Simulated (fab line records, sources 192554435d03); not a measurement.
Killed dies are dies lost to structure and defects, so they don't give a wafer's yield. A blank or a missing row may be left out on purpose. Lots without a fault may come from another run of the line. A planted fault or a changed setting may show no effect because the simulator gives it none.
fab line records | flow n5_finfet | part 2 of 2: steps 4 to 6 of 6
record lots=20 wafers=60 last_day=18
route steps=1938 shown FIN_SAQP@136 FIN_CUT@169 STI_FIN_REVEAL@189
lots that met no fault: from a run of the same line without faults
start_h: hours from the record's first day to the start of the lot's first wafer shown | wait_h: hours since the lot's step before | " the same as in the row above | L1.1+2: a row that stands for several wafers | - no value, or no start given | * or withheld: withheld | < > ~ a bound
route shown NAME@n: a module of which the file shows steps, and the number in the route of the first | usual: mean/standard deviation of fault-free wafers | same: alike in all rows | chamber/n: place in a boat | sites: the reading at each site | _std_site: their standard deviation | _edge_site: outer sites' mean less inner sites' | radius_mm: how far each site lies from the wafer's centre | mask NAME#n: copy n | behind: the tool/chamber that last shaped the wafer | hold: why the lot was held/for how many hours/how that ended | device: the transistor (n, p or np) that didn't switch | end of line: the same wafers' tests at the end of the route | a step without rows: its recipe alone | killed: dies lost to structure and defects at the first sort, not the wafer's yield | map: a wafer's dies, x killed, . not, _ none there
set.NAME: the setting as run; set.NAME@STEP: as run at that earlier step | model.NAME: the simulator's own value behind a step, which no gauge read
steps of the route over a sample of lots; a table a step, a row a wafer
services: from which hour (start_h, from the record's first day; less than 0 if before it) a tool's chamber was out of use, for how many hours, and why
## steps
# step N5_FIN_CUT_STRIP_24
# recipe chemistry=CF4 resist=SiARC power_w=300 bias_power_w=75 pressure_mtorr=50 cf4_flow_sccm=150 rf_frequency_hz=6e+07
# usual drypump_motor_current_A=5.5/0.41 oes_product_au=0.76/0.059 rf_vpp_V=271.4/1.2 showerhead_plenum_p_Torr=1.80/0.042 throttle_valve_pct=13.64/0.14
# columns lot.wafer tool chamber start_h wait_h drypump_motor_current_A oes_product_au rf_hours_counter_h rf_vpp_V showerhead_plenum_p_Torr throttle_valve_pct
L074.2 rie_diel-04 0 28.28 0.0 6.2 0.76 148 270.6 1.80 13.59
L074.3 " 3 " " 5.0 0.70 198 270.6 1.78 13.74
L074.5 " 1 " " 5.5 0.82 - 271.5 1.82 13.76
L075.1 rie_diel-05 2 33.58 0.0 5.2 0.76 133 269.5 1.79 13.38
L075.5 " 0 " " 5.8 0.74 - 273.0 1.87 13.68
L075.6 " 1 " " 5.6 0.74 - 271.1 1.79 13.64
L076.1 rie_diel-03 0 40.18 0.0 5.5 0.92 13 270.0 1.77 13.39
L076.3 " 1 " " 5.1 0.79 110 272.4 1.82 13.59
L076.5 " 3 " " 5.6 0.77 - 272.4 1.87 13.83
L077.2 rie_diel-05 3 45.40 0.0 5.8 0.78 123 272.2 1.80 13.59
L077.5 " 1 " " 5.6 0.75 - 272.3 1.79 13.65
L077.6 " 2 " " 5.2 0.76 - 271.2 1.79 13.41
L078.3 rie_diel-03 3 51.09 0.0 5.6 0.78 120 272.3 1.87 13.84
L078.5 " 0 " " 5.4 0.92 - 270.0 1.76 13.39
L078.6 " 1 " " 5.1 0.79 - 272.1 1.82 13.58
L079.2 rie_diel-04 3 57.05 0.0 4.9 0.69 207 270.5 1.77 13.77
L079.5 " 0 " " 6.1 0.75 - 271.5 1.80 13.61
L079.6 " 1 " " 5.5 0.81 - 272.7 1.82 13.78
L080.2 rie_diel-04 0 64.53 0.0 6.1 0.75 159 271.0 1.80 13.63
L080.3 " 2 " " 6.5 0.70 207 271.9 1.71 13.55
L080.6 " 0 " " 6.2 0.75 - 270.1 1.80 13.62
L081.1 rie_diel-05 2 70.07 0.0 5.3 0.75 142 272.1 1.79 13.43
L081.4 " 0 " " 5.8 0.74 156 273.3 1.87 13.71
L081.6 " 2 " " 5.2 0.76 - 271.7 1.79 13.41
L082.1 rie_diel-05 3 76.00 0.0 5.8 0.77 130 270.6 1.80 13.63
L082.2 " 2 " " 5.3 0.75 143 272.0 1.79 13.41
L082.5 " 3 " " 5.8 0.77 - 270.7 1.80 13.64
L083.2 rie_diel-04 0 82.13 0.0 6.2 0.74 165 269.7 1.80 13.63
L083.5 " 3 " " 5.0 0.69 - 270.7 1.77 13.76
L083.6 " 0 " " 6.1 0.74 - 271.6 1.80 13.63
L084.1 rie_diel-03 0 89.42 0.0 5.4 0.89 27 270.7 1.76 13.40
L084.5 " 0 " " 5.5 0.90 - 271.5 1.76 13.39
L084.6 " 1 " " 5.1 0.77 - 272.1 1.81 13.61
L086.1 rie_diel-04 2 101.01 0.0 6.6 0.69 217 270.0 1.71 13.58
L086.5 " 1 " " 5.6 0.80 - 272.0 1.81 13.81
L086.6 " 0 " " 6.1 0.74 - 270.8 1.80 13.65
L087.2 rie_diel-05 2 111.13 0.0 5.3 0.74 154 271.0 1.78 13.43
L087.3 " 0 " " 5.8 0.73 167 273.7 1.86 13.74
L087.5 " 3 " " 5.8 0.77 - 271.3 1.79 13.63
L088.1 rie_diel-05 3 115.44 0.0 5.8 0.76 141 269.3 1.79 13.65
L088.3 " 1 " " 5.6 0.73 169 270.9 1.79 13.68
L088.5 " 0 " " 5.8 0.74 - 272.2 1.86 13.74
L089.1 rie_diel-03 2 121.13 0.0 5.1 0.68 229 271.9 1.85 13.65
L089.2 " 1 " " 5.1 0.77 133 270.2 1.81 13.65
L089.5 " 1 " " 5.1 0.76 - 272.1 1.81 13.63
L090.1 rie_diel-05 1 126.98 0.0 5.5 0.72 174 271.7 1.79 13.68
L090.3 " 3 " " 5.8 0.75 147 270.4 1.79 13.67
L090.4 " 0 " " 5.8 0.73 174 273.2 1.86 13.77
L091.1 rie_diel-03 3 132.89 0.0 5.6 0.75 146 273.2 1.87 13.88
L091.2 " 2 " " 5.1 0.67 234 271.8 1.85 13.64
L091.5 " 2 " " 5.1 0.67 - 271.7 1.85 13.65
L093.1 rie_diel-04 3 142.28 0.0 5.0 0.69 228 270.1 1.77 13.80
L093.4 " 1 " " 5.5 0.79 103 271.3 1.81 13.84
L093.5 " 2 " " 6.5 0.68 - 268.2 1.71 13.60
L095.2 rie_diel-04 1 156.20 0.0 5.5 0.78 106 272.5 1.81 13.84
L095.3 " 2 " " 6.5 0.68 228 268.8 1.71 13.61
L095.4 " 3 " " 5.0 0.68 231 271.6 1.77 13.81
L097.1 rie_diel-03 0 165.66 0.0 5.5 0.86 53 269.9 1.75 13.48
L097.5 " 3 " " 5.6 0.74 - 272.5 1.86 13.92
L097.6 " 0 " " 5.5 0.85 - 270.3 1.75 13.49
# step N5_FIN_CUT_STRIP_22
# recipe chemistry=N2/H2 power_w=500 temp_c=40 pressure_mtorr=50 rf_frequency_hz=6e+07 overash_fraction=0.3 bias_power_w=8 h2_frac=0.5 n2_flow_sccm=300 h2_flow_sccm=300
# usual drypump_motor_current_A=5.6/0.43 oes_product_au=0.77/0.065 rf_vpp_V=54.4/2.2 showerhead_plenum_p_Torr=3.37/0.079 throttle_valve_pct=19.00/0.3
# columns lot.wafer tool chamber start_h wait_h drypump_motor_current_A oes_product_au rf_hours_counter_h rf_vpp_V showerhead_plenum_p_Torr throttle_valve_pct
L074.2 rie_diel-04 3 28.65 0.1 5.0 0.72 199 56.4 3.30 18.61
L074.3 " 0 " " 6.2 0.76 148 54.0 3.37 19.30
L074.5 " 1 " " 5.5 0.85 - 55.2 3.39 19.09
L075.1 rie_diel-05 2 33.96 0.1 5.3 0.77 133 56.3 3.36 18.66
L075.5 " 0 " " 5.8 0.77 - 56.0 3.49 18.76
L075.6 " 3 " " 5.8 0.78 - 56.4 3.38 19.59
L076.1 rie_diel-04 1 40.52 0.0 5.5 0.83 78 50.2 3.39 19.09
L076.3 " 3 " " 5.0 0.70 203 51.5 3.30 18.67
L076.5 " 1 " " 5.5 0.84 - 56.4 3.38 19.08
L077.2 rie_diel-04 3 45.74 0.0 4.9 0.72 204 53.5 3.30 18.64
L077.5 " 2 " " 6.6 0.73 - 50.8 3.21 19.53
L077.6 " 1 " " 5.6 0.82 - 54.0 3.38 19.09
L078.3 rie_diel-03 3 51.43 0.0 5.6 0.82 120 53.8 3.51 18.78
L078.5 " 0 " " 5.5 0.96 - 57.0 3.30 19.04
L078.6 " 3 " " 5.6 0.79 - 54.5 3.51 18.77
L079.2 rie_diel-03 3 57.38 0.0 5.6 0.78 122 55.1 3.50 18.74
L079.5 " 3 " " 5.6 0.81 - 57.3 3.50 18.80
L079.6 " 0 " " 5.5 0.93 - 54.7 3.30 18.99
L080.2 rie_diel-04 3 65.11 0.0 5.0 0.71 209 54.7 3.30 18.70
L080.3 " 2 " " 6.5 0.69 207 53.3 3.20 19.50
L080.6 " 2 " " 6.6 0.72 - 51.3 3.20 19.50
L081.1 rie_diel-04 1 70.41 0.0 5.6 0.81 87 55.9 3.38 19.03
L081.4 " 0 " " 6.1 0.74 162 53.6 3.37 19.28
L081.6 " 0 " " 6.2 0.76 - 53.5 3.37 19.27
L082.1 rie_diel-04 1 76.36 0.1 5.6 0.83 88 60.6 3.38 19.15
L082.2 " 3 " " 5.0 0.72 212 53.0 3.30 18.70
L082.5 " 3 " " 5.0 0.71 - 54.2 3.30 18.65
L083.2 rie_diel-04 1 82.46 0.0 5.5 0.82 90 54.4 3.38 19.10
L083.5 " 3 " " 5.0 0.70 - 53.0 3.29 18.61
L083.6 " 2 " " 6.5 0.67 - 52.8 3.20 19.45
L084.1 rie_diel-05 3 89.75 0.0 5.8 0.75 134 51.0 3.38 19.66
L084.5 " 0 " " 5.8 0.75 - 54.4 3.48 18.77
L084.6 " 1 " " 5.7 0.73 - 50.4 3.37 18.97
L086.1 rie_diel-03 2 101.35 0.0 5.1 0.67 223 54.0 3.44 18.68
L086.5 " 2 " " 5.1 0.70 - 57.1 3.44 18.65
L086.6 " 1 " " 5.1 0.79 - 56.8 3.35 18.84
L087.2 rie_diel-03 1 111.50 0.1 5.1 0.80 130 55.8 3.35 18.87
L087.3 " 2 " " 5.1 0.68 226 52.5 3.44 18.71
L087.5 " 3 " " 5.6 0.77 - 53.1 3.50 18.85
L088.1 rie_diel-03 0 115.77 0.0 5.5 0.89 35 55.6 3.29 19.05
L088.3 " 2 " " 5.1 0.69 227 54.7 3.44 18.69
L088.5 " 0 " " 5.5 0.90 - 55.5 3.29 19.06
L089.1 rie_diel-05 3 121.68 0.1 5.9 0.77 144 54.1 3.37 19.60
L089.2 " 0 " " 5.8 0.74 171 49.3 3.47 18.80
L089.5 " 3 " " 5.8 0.77 - 56.4 3.37 19.58
L090.1 rie_diel-03 0 127.35 0.1 5.5 0.90 40 53.0 3.29 19.05
L090.3 " 3 " " 5.6 0.76 144 57.5 3.49 18.87
L090.4 " 1 " " 5.1 0.80 136 55.5 3.34 18.80
L091.1 rie_diel-03 2 133.36 0.2 5.1 0.68 235 57.8 3.43 18.70
L091.2 " 1 " " 5.1 0.79 138 53.6 3.34 18.81
L091.5 " 2 " " 5.1 0.69 - 54.9 3.43 18.67
L093.1 rie_diel-05 2 142.61 0.0 5.3 0.73 167 57.1 3.34 18.73
L093.4 " 1 " " 5.7 0.72 181 53.2 3.36 18.96
L093.5 " 0 " " 5.8 0.73 - 58.0 3.47 18.83
L095.2 rie_diel-05 0 156.54 0.0 5.8 0.73 184 49.8 3.47 18.82
L095.3 " 3 " " 5.9 0.76 158 53.5 3.36 19.64
L095.4 " 2 " " 5.3 0.73 171 53.4 3.34 18.72
L097.1 rie_diel-04 1 166.00 0.0 5.6 0.78 109 57.6 3.37 19.14
L097.5 " 2 " " 6.6 0.71 - 53.3 3.19 19.54
L097.6 " 0 " " 6.1 0.73 - 53.1 3.35 19.31
# step N5_STI_FIN_REVEAL_DENSIFY_30
# recipe temp_c=* time_s=* ambient=N2 idle_temp_c=600 ramp_up_c_per_s=150 ramp_down_c_per_s=60 cool_to_c=600
# usual lamp_power_pct=11.53/0.049 wafer_temp_C_max=*
# columns lot.wafer tool chamber start_h wait_h lamp_power_pct wafer_temp_C_max
L074.2 rtp_anneal-01 0 34.32 0.1 11.47 *
L074.3 " 0 " " 11.54 *
L074.5 " 0 " " 11.61 *
L075.1 rtp_anneal-02 0 39.70 0.0 11.53 *
L075.5 " 0 " " 11.56 *
L075.6 " 0 " " 11.48 *
L076.1 rtp_anneal-01 0 46.87 0.0 11.59 *
L076.3 " 0 " " 11.48 *
L076.5 " 0 " " 11.50 *
L077.2 rtp_anneal-02 0 51.99 0.1 11.50 *
L077.5 " 0 " " 11.43 *
L077.6 " 0 " " 11.59 *
L078.3 rtp_anneal-02 0 57.85 0.2 11.46 *
L078.5 " 0 " " 11.46 *
L078.6 " 0 " " 11.52 *
L079.2 rtp_anneal-02 0 63.15 0.2 11.53 *
L079.5 " 0 " " 11.55 *
L079.6 " 0 " " 11.58 *
L080.2 rtp_anneal-01 0 70.99 0.2 11.55 *
L080.3 " 0 " " 11.47 *
L080.6 " 0 " " 11.51 *
L081.1 rtp_anneal-01 0 76.01 0.0 11.57 *
L081.4 " 0 " " 11.56 *
L081.6 " 0 " " 11.51 *
L082.1 rtp_anneal-02 0 82.07 0.1 11.54 *
L082.2 " 0 " " 11.57 *
L082.5 " 0 " " 11.59 *
L083.2 rtp_anneal-01 0 88.17 0.1 11.51 *
L083.5 " 0 " " 11.56 *
L083.6 " 0 " " 11.61 *
L084.1 rtp_anneal-01 0 95.36 0.0 11.55 *
L084.5 " 0 " " 11.51 *
L084.6 " 0 " " 11.46 *
L086.1 rtp_anneal-02 0 106.95 0.0 11.59 *
L086.5 " 0 " " 11.55 *
L086.6 " 0 " " 11.57 *
L087.2 rtp_anneal-02 0 119.32 0.1 11.50 *
L087.3 " 0 " " 11.49 *
L087.5 " 0 " " 11.51 *
L088.1 rtp_anneal-02 0 122.05 0.0 11.48 *
L088.3 " 0 " " 11.59 *
L088.5 " 0 " " 11.56 *
L089.1 rtp_anneal-01 0 127.30 0.0 11.44 *
L089.2 " 0 " " 11.51 *
L089.5 " 0 " " 11.58 *
L090.1 rtp_anneal-01 0 133.84 0.4 11.50 *
L090.3 " 0 " " 11.59 *
L090.4 " 0 " " 11.53 *
L091.1 rtp_anneal-01 0 139.59 0.0 11.58 *
L091.2 " 0 " " 11.54 *
L091.5 " 0 " " 11.43 *
L093.1 rtp_anneal-01 0 148.38 0.0 11.50 *
L093.4 " 0 " " 11.54 *
L093.5 " 0 " " 11.55 *
L095.2 rtp_anneal-02 0 163.40 0.1 11.51 *
L095.3 " 0 " " 11.55 *
L095.4 " 0 " " 11.48 *
L097.1 rtp_anneal-02 0 172.26 0.0 11.54 *
L097.5 " 0 " " 11.49 *
L097.6 " 0 " " 11.47 *
## services
# columns tool chamber start_h hours kind
rie_diel-05 3 8.70 8.3 repair
rie_diel-04 1 20.40 7.2 repair
rie_diel-04 2 34.66 7.4 repair
rie_diel-03 2 63.50 4.4 repair
rie_diel-05 3 63.51 2.7 repair
rie_diel-03 - 78.65 2.5 repair
rie_diel-02 - 96.68 28.1 pm
rie_diel-01 - 105.62 2.8 pm
rie_diel-01 3 118.77 - clean
rie_diel-01 3 118.77 - consumable_replace:focus_ring
rie_diel-01 3 118.77 22.9 scheduled_down
rie_diel-01 3 118.77 22.9 vent_cycle
rie_diel-04 - 118.88 14.6 pm
rie_diel-02 3 126.12 3.5 repair
rie_diel-01 1 141.67 - clean
rie_diel-01 1 141.67 - consumable_replace:focus_ring
rie_diel-01 1 141.67 20.2 scheduled_down
rie_diel-01 1 141.67 20.2 vent_cycle
rie_diel-02 3 143.67 19.0 repair
rie_diel-01 2 162.14 - clean
rie_diel-01 2 162.14 - consumable_replace:focus_ring
rie_diel-01 2 162.14 15.7 scheduled_down
rie_diel-01 2 162.14 15.7 vent_cycle
rie_diel-04 3 164.80 1.4 repair
